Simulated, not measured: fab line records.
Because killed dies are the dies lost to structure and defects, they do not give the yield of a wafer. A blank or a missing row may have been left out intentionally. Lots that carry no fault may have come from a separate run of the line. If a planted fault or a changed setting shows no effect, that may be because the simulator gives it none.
A single fault, viewed from 2 desks ; flow n5Finfet ; each desk has only its own numbers; what lay behind them comes last

## AT THE METROLOGY DESK
Lot by lot, what the gauges showed, no matter which tool ran the lot: averages of those sampled wafers that carry a number. Any lot whose mean is over 4 standard deviations away from the usual mean is out of limits and marked OUT; that distance is given in the brackets. Shown here are 7 of its 10 readings, the ones lying furthest out on some lot.
Columns: A = IOFF_P at N5_BEOL_M4_RC_MEAS_101, usual 0.21 nA/um; B = ION_N at N5_BEOL_M4_RC_MEAS_101, usual 676 uA/um; C = ION_P at N5_BEOL_M4_RC_MEAS_101, usual 463 uA/um; D = SS_N at N5_BEOL_M4_RC_MEAS_101, usual 71.6 mV/dec; E = SS_P at N5_BEOL_M4_RC_MEAS_101, usual 73.3 mV/dec; F = VT_N at N5_BEOL_M4_RC_MEAS_101, usual 249 mV; G = VT_P at N5_BEOL_M4_RC_MEAS_101, usual -251 mV
lot;first seen here;A;B;C;D;E;F;G
L836;day 8 08:42;0.22;693;469;72.1;72.9;249;-251
L837;day 9 04:30;0.23;675;467;71.3;73.4;250;-248
L839;day 9 09:05;0.21;671;458;71.5;73.6;249;-249
L845;day 11 01:13;0.23;687;472;71.4;73.2;247;-248
L848;day 11 06:13;0.21;668;459;72.2;73.6;248;-253
L851;day 12 12:25;0.21;669;455;72.0;73.5;249;-254
L850;day 12 12:50;0.20;672;460;71.4;73.0;249;-252
L852;day 12 18:47;0.24;677;471;72.0;74.0;250;-247
L855;day 13 15:29;0.24;678;470;71.2;74.3;251;-249
L857;day 14 04:28;0.16;662;453;70.6;72.3;253;-256
Finding of this desk: none of the 10 lots has anything out of limits.

## TOOL OWNER'S DESK, lithoTrack-03
The tool's own readings at N5_HKMG_FIN_COAT_85 (time 60 s, resist thk 300 nm): means of the sampled wafers that have a number, for each lot that ran on this tool. Any lot whose mean is over 4 standard deviations away from the usual mean is out of limits and marked OUT; that distance is given in the brackets.
Columns: A = spinSpeedRpm at N5_HKMG_FIN_COAT_85, usual 1500.0 rpm
lot;first seen here;A
L837;day 4 15:24;1499.7
L848;day 7 14:10;1501.5
L850;day 7 23:27;1185.6 (-99 or more) OUT
L852;day 8 16:23;1185.9 (-99 or more) OUT
This desk's verdict: out of limits on L850, L852, starting with L850 at day 7 23:27 (spinSpeedRpm at N5_HKMG_FIN_COAT_85). L837, L848: within limits.

## TAKEN TOGETHER
On L850, L852, at day 7 23:27, an alarm was possible from the tool owner's desk.
The metrology desk saw nothing out of limits.
The metrology desk has L850, L852 on record, within its limits.
N5_HKMG_FIN_COAT_85 was run on lithoTrack-03 by each of the lots named.

## WHAT THE SIMULATOR HAD INSERTED
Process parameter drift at N5_HKMG_FIN_COAT_85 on lithoTrack-03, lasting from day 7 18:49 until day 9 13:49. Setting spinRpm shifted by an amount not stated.
Lots struck among those shown: L850, L852.
How many hours passed from the start of the fault until each desk's first out-of-limits reading: the tool owner's desk, 5.
